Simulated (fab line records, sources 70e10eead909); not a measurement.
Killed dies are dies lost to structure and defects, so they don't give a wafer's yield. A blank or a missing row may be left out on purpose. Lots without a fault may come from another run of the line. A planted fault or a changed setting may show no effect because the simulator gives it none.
A struck lot beside a sound one | flow nand_harc | 13 steps out of a route of 1302
Sound: wafers L403.1, L403.4, L403.5. Struck: wafers L394.3, L394.5. (L394.4 of the same lot was not struck and is left out.) The cause comes at the end.
At each step with rows: each side's tool, then ch and its chambers, then its first start. Under that, the readings that differ: sound wafers | struck wafers | difference of the means | sigmas: that difference in standard deviations of wafers without a fault.
alike: readings whose means differ by less than 2 such deviations, and words and numbers that are the same on both sides. not compared: withheld readings, readings that some wafer has no value for, bounds like >300 that may hide the same value, and numbers for which the record gives no deviation and whose values overlap.
The two part at a step that has a row with sigmas, a row that says differs or no value, or rows on one side only. Numbers that don't overlap but have no deviation are shown without sigmas and don't part them. A reading that every wafer of one side lacks parts them only if that side has two wafers or more.

first, 1 step without rows for these wafers: NHARC_A_SLIT_SRD_20.
NHARC_A_SLIT_CD_MEAS_21:
  sound on cd_sem-02, day 27 21:13; struck on cd_sem-01, day 24 14:01
  alike: cd_nm
then, 3 steps without rows for these wafers: NHARC_A_SIN_REMOVE_WET_00 (chemistry H3PO4, time 15300 s); NHARC_A_SIN_REMOVE_PRECLEAN_01 (cleans in SC1); NHARC_A_SIN_REMOVE_SRD_02.
NHARC_A_SIN_REMOVE_INSPECT_04:
  sound on defect_inspect-02, day 28 02:34; struck on defect_inspect-01, day 24 20:41
  alike: raw_defect_count
NHARC_A_WL_FILL_ALD_00: deposits Al2O3, target thk 3 nm, pulse time 3 s, ald cycles 30.
  sound on ald_hk-01 ch 0,3, day 28 02:40; struck on ald_hk-04 ch 0,1, day 24 20:45
  alike: heater_power_w, precursor_pulse_height_rel
NHARC_A_WL_FILL_RTA_01: time 5 s.
  sound on rtp_anneal-02 ch 0, day 28 02:55; struck on rtp_anneal-02 ch 0, day 24 21:04
  alike: lamp_power_pct, lamp_zone_1_pct, lamp_zone_7_pct, wafer_temp_C_max
NHARC_A_WL_FILL_ALD_02: deposits TiN, target thk 2 nm, pulse time 3 s, ald cycles 100.
  sound on ald_metal-01 ch 0,2,3, day 28 03:08; struck on ald_metal-02 ch 2,3, day 24 21:14
  alike: heater_power_w, precursor_pulse_height_rel
NHARC_A_WL_FILL_CVD_03: deposits W, target thk 40 nm, time 279 s.
  sound on cvd_w-02 ch 1, day 28 03:38; struck on cvd_w-01 ch 0,1, day 24 21:46
  alike: heater_power_w, throttle_valve_pct
NHARC_A_WL_FILL_ETCHBACK_04: etches the open film in NF3, target depth 60 nm, time 120 s.
  sound on rie_metal-03 ch 1, day 28 04:00; struck on rie_metal-01 ch 1, day 24 22:07
  reading          | sound                | struck        | difference | sigmas
  run_length_s (s) | 141.78 141.75 141.54 | 155.28 155.28 | +13.59     | +47
  alike: drypump_motor_current_A, oes_product_au
  not compared: rf_hours_counter_h
NHARC_A_WL_FILL_ETCHBACK_05: etches the open film in Cl2/BCl3, target depth 22 nm, time 60 s.
  sound on rie_metal-03 ch 0, day 28 04:17; struck on rie_metal-01 ch 0,1, day 24 22:19
  alike: drypump_motor_current_A, oes_product_au, run_length_s
  not compared: rf_hours_counter_h
-- the record jumps here: 4 days lie between the struck wafers' starts before and after (it left off in module A_WL_FILL and takes up again in module END, whose first step shown is number 1302 of the route) --
NHARC_END_SORT_01:
  sound on prober-01 ch 0, day 32 02:02; struck on prober-01 ch 0, day 29 07:11
  reading             | sound | struck | difference | sigmas
  killed_at_periphery | 0 1 0 | 6 6    | +6         | +3
  alike: killed_at_array, killed_at_other, killed_dies, killed_open, killed_short

WHERE THEY PART
First at NHARC_A_WL_FILL_ETCHBACK_04; last, within this record, at NHARC_END_SORT_01.

WHY: what the simulator had put in
Process parameter drift: rie_metal-01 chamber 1, from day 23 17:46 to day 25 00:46, at NHARC_A_WL_FILL_ETCHBACK_04. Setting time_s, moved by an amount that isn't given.
